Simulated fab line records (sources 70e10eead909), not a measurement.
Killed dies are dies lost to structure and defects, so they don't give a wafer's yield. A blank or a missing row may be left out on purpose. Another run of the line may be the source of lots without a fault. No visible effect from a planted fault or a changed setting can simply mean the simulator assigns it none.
2 desks looking at one fault -- flow nand_harc -- only its own numbers are on each desk; what lay behind them is given at the end

THE DEFECT DESK
Lot by lot, what the route's inspections counted, given as the mean of those sampled wafers with a number. Any lot whose mean is over 4 standard deviations away from the usual mean is out of limits and marked OUT; that distance is given in the brackets.
Columns: A = raw_defect_count at NHARC_P_STI_INSPECT_25, usual 213
lot,first seen here,A
L933,day 4 05:31,147
L935,day 4 19:20,239
L936,day 5 12:17,234
L940,day 6 19:26,202
L945,day 9 04:13,208
L946,day 10 00:37,295
L948,day 10 17:52,232
L949,day 11 00:34,310
L950,day 11 06:34,180
L951,day 11 22:50,158
L954,day 12 22:36,252
L955,day 13 02:07,148
L956,day 13 12:49,160
Result from this desk: across the 13 lots, nothing is out of limits.

FOR THE TOOL OWNER'S DESK: litho_track-04
The tool's own readings at NHARC_P_GATE_DEVELOP_25 (develop time 35 s): means of the sampled wafers that have a number, for each lot that ran on this tool. Any lot whose mean is over 4 standard deviations away from the usual mean is out of limits and marked OUT; that distance is given in the brackets.
Columns: A = developer_temp_C at NHARC_P_GATE_DEVELOP_25, usual 22.99 C
lot,first seen here,A
L933,day 5 05:00,23.00
L945,day 10 04:00,22.09 (-9.1) OUT
L946,day 10 23:00,22.07 (-9.3) OUT
L956,day 14 13:00,22.87
Finding of this desk: L945, L946 out of limits; the first was L945 at day 10 04:00, on developer_temp_C at NHARC_P_GATE_DEVELOP_25. In limits: L933, L956.

ALL TOGETHER
The tool owner's desk had the chance to raise an alarm at day 10 04:00 on L945, L946.
The defect desk saw nothing out of limits.
The defect desk has L945, L946 on record, within its limits.
Of the lots named, all ran NHARC_P_GATE_DEVELOP_25 on litho_track-04.

WHAT WAS PUT IN BY THE SIMULATOR
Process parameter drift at NHARC_P_GATE_DEVELOP_25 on litho_track-04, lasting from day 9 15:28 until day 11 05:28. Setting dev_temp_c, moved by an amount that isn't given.
Shown lots that were struck: L945, L946.
Hours from the fault's start to each desk's first reading out of limits: the tool owner's desk, 13.
